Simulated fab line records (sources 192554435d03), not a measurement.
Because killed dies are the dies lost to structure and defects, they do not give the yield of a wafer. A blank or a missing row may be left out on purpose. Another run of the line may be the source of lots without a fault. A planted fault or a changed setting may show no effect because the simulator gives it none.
Which of the tools did it?    flow n5Finfet    36 wafers from 12 lots sampled at 4 of the route's 1938 steps

== WHAT EACH GAUGE READ, for each wafer ==
N5_BEOL_M5_THK_MEAS_53: measures by xrf.
lot   measured      on            M5_THK (nm)
L075  day 8 14:29   filmMetro-02  60.7 59.4 61.9
L077  day 9 04:49   filmMetro-02  62.8 61.4 62.7
L079  day 9 15:10   filmMetro-02  61.4 62.5 59.7
L082  day 9 22:34   filmMetro-01  61.0 62.1 60.9
L083  day 10 04:02  filmMetro-01  61.2 60.7 60.4
L086  day 11 12:34  filmMetro-01  61.9 60.1 62.6
L087  day 11 18:10  filmMetro-01  61.4 62.0 60.8
L089  day 11 21:41  filmMetro-01  63.8 61.3 61.3
L090  day 12 12:03  filmMetro-01  60.5 64.3 61.9
L093  day 13 05:26  filmMetro-01  58.1 61.1 59.9
L095  day 13 15:47  filmMetro-02  61.5 61.2 59.1
L097  day 13 21:07  filmMetro-01  62.0 60.0 63.0

== WHICH TOOL RAN EACH LOT (tool, then ch and the chambers of the sampled wafers, then the start) ==
lot   N5_BEOL_M5_CURE_80            N5_BEOL_M5_ALD_86                   N5_BEOL_M5_SPUTTER_88
L075  uvCure-01 ch 0, day 8 06:29   aldMetal-03 ch 1,2,3, day 8 06:59   pvdSputter-01, day 8 12:37
L077  uvCure-01 ch 1, day 8 21:08   aldMetal-03 ch 2,3, day 8 21:44     pvdSputter-02, day 9 02:56
L079  uvCure-02 ch 2, day 9 07:28   aldMetal-04 ch 0,1,2, day 9 07:50   pvdSputter-01, day 9 13:17
L082  uvCure-03 ch 1, day 9 15:41   aldMetal-04 ch 1,2,3, day 9 16:23   pvdSputter-02, day 9 20:41
L083  uvCure-03 ch 2, day 9 21:13   aldMetal-03 ch 0,1,3, day 9 22:16   pvdSputter-01, day 10 02:06
L086  uvCure-01 ch 1, day 11 06:16  aldMetal-03 ch 0,1,3, day 11 06:52  pvdSputter-03, day 11 10:40
L087  uvCure-03 ch 0, day 11 11:50  aldMetal-01 ch 0,2,3, day 11 12:22  pvdSputter-01, day 11 16:17
L089  uvCure-01 ch 0, day 11 14:41  aldMetal-03 ch 0,3, day 11 15:28    pvdSputter-03, day 11 19:16
L090  uvCure-03 ch 1, day 12 05:58  aldMetal-01 ch 0,2,3, day 12 06:27  pvdSputter-03, day 12 10:10
L093  uvCure-03 ch 0, day 12 23:09  aldMetal-03 ch 0,1,2, day 12 23:28  pvdSputter-03, day 13 03:31
L095  uvCure-03 ch 1, day 13 09:08  aldMetal-01 ch 2,3, day 13 09:52    pvdSputter-03, day 13 13:37
L097  uvCure-02 ch 2, day 13 14:41  aldMetal-03 ch 0,1, day 13 15:10    pvdSputter-02, day 13 19:13
- N5_BEOL_M5_CURE_80: cures SiCOH lowk, time 120 s.
- N5_BEOL_M5_ALD_86: deposits TaN, pulse time 2 s, purge time 3 s, co reactant purge time 2 s.
- N5_BEOL_M5_SPUTTER_88: material Cu, target thk 15 nm, time 27.62 s.

== THE ANSWER, worked out from the rows above alone ==
Rule: the usual values come from the lots themselves. The widest of any qualifying gaps counts: lots, ordered by their means at a reading, are off when they make up no more than a third of the lots, leave a main group of 4 or more, and stand apart from it by 3 or more times the standard deviation of that group's means. A main group is skipped when, at the precision printed for the reading in the tables above, its means are all equal. Also off: a lot with no number at a reading for which 4 or more lots have one. The other lots that the step has rows for count as sound.
Nothing can be told from this: no lot is off at any reading shown.

== WHAT WAS PUT IN BY THE SIMULATOR ==
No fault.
